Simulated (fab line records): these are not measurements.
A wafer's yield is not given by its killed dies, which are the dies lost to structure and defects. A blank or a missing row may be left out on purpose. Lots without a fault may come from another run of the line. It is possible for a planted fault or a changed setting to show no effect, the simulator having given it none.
Problem report, 8D (eight disciplines) form, completed by code :: flow nand harc :: the parts of the form that need people (team, actions taken, sign-off) are left out

== 1. PROBLEM STATEMENT ==
At NHARC_END_SORT_01, killed dies averages 662 over 4 wafers from 2 lots, while fault-free wafers read 64, standard deviation 22. Measured from the usual mean, that is +27 standard deviations.
First seen on wafer L102.5, day 31 06:38, on prober-02. The record holds 6 wafers of 2 lots with a number at this step. Rule for "out" (also "out of limits"): further than 4 standard deviations from the usual mean. All remaining wafers that have a number are taken as sound.

== 2. WHAT IT IS; WHAT IT IS NOT ==
question: which readings at this step
is: killed dies, killed at array
is not: killed at other, killed at periphery, killed short

question: which lots
is: L102, L103
is not: -

question: which wafers of those lots
is: L102.5, L102.6, L103.5, L103.6
is not: L102.1, L103.2

question: read on which gauges
is: prober-01, prober-02
is not: -

question: when
is: from day 31 06:38
is not: up to then (1 sound wafer); but 1 sound wafer of L103 came after

== 3. THE SUSPECTS, EACH WITH WHAT RULES IT OUT ==
Counting: a tool at a process step up to the reading stays a suspect if it ran every lot that is out. Sound lots after the first of them don't rule it out here, since some wafers of a struck lot are sound.
- the gauge at NHARC_END_SORT_01 has been ruled out. Those wafers that are out were read across 2 gauges (prober-01, prober-02).
- rie diel-11 at NHARC_A_CHANNEL_HOLE_D1_ETCH_34 (etches the open film in CF4/CHF3, target depth 154 nm, time 77 s): kept. It ran every lot that is out, first L102 (day 15 18:36). With no start given for some of its lots, NHARC_A_CHANNEL_HOLE_D1_ETCH_34 uses the hours and lot order of NHARC_A_CHANNEL_HOLE_D1_ETCH_23.
- rie diel-11 at NHARC_A_CHANNEL_HOLE_D1_ETCH_16 (etches the open film in O2/COS, target depth 3100 nm, time 806 s): kept. It ran every lot that is out, first L102 (day 15 18:36). With no start given for some of its lots, NHARC_A_CHANNEL_HOLE_D1_ETCH_16 uses the hours and lot order of NHARC_A_CHANNEL_HOLE_D1_ETCH_23.
- rie diel-04 at NHARC_A_CHANNEL_FILL_D1_ETCHBACK_20 (etches the open film in C4F8/O2/Ar, target depth 27 nm, time 13.5 s): kept. It ran every lot that is out, first L102 (day 16 23:06). On those wafers its own readings are out: run length s.
After the count, these remain: rie diel-11 at NHARC_A_CHANNEL_HOLE_D1_ETCH_34, rie diel-11 at NHARC_A_CHANNEL_HOLE_D1_ETCH_16 and rie diel-04 at NHARC_A_CHANNEL_FILL_D1_ETCHBACK_20.

== 4. THE CAUSE (what the simulator had put in) ==
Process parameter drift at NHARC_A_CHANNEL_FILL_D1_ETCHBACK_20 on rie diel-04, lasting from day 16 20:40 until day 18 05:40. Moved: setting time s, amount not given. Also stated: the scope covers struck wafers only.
Counting left 3 suspects, and this tool is among them.

== 5. THE EFFECT CHAIN, in route order ==
Each row: a reading whose mean over the struck wafers that have a number lies more than 3 standard deviations from the usual. Only readings for which the record gives a usual standard deviation are gone through. hours: the time from each lot's start at the first step in this table that gives one to its start at this step, as a median over the lots. sigmas: the change in usual standard deviations.
hours: 0
step: NHARC_A_CHANNEL_FILL_D1_ETCHBACK_20
reading: run length s
usual: 34.6 s
on struck wafers: 29.8
change: -4.8
sigmas: -11

hours: 350
step: NHARC_END_SORT_01
reading: killed at array
usual: 58
on struck wafers: 656
change: +598
sigmas: +27

hours: 350
step: NHARC_END_SORT_01
reading: killed dies
usual: 64
on struck wafers: 662
change: +598
sigmas: +27
Process steps it contains:
- NHARC_A_CHANNEL_FILL_D1_ETCHBACK_20: etches the open film in C4F8/O2/Ar, target depth 27 nm, time 13.5 s.

== 6. WHAT WOULD HAVE CAUGHT IT SOONER ==
The first out-of-limits reading at a measuring or inspecting step in this record came at day 31 06:38, 346 hours after the fault's start at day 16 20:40.
The tool's own readings at NHARC_A_CHANNEL_FILL_D1_ETCHBACK_20 were out on every struck wafer that the step has a row for (run length s): an alarm limit on them would have fired on the first of those.
Each of the lots that are out, 2 in all, had begun NHARC_A_CHANNEL_FILL_D1_ETCHBACK_20 on rie diel-04 no later than day 31 06:38. A hold on the tool at that time would have spared none of them.
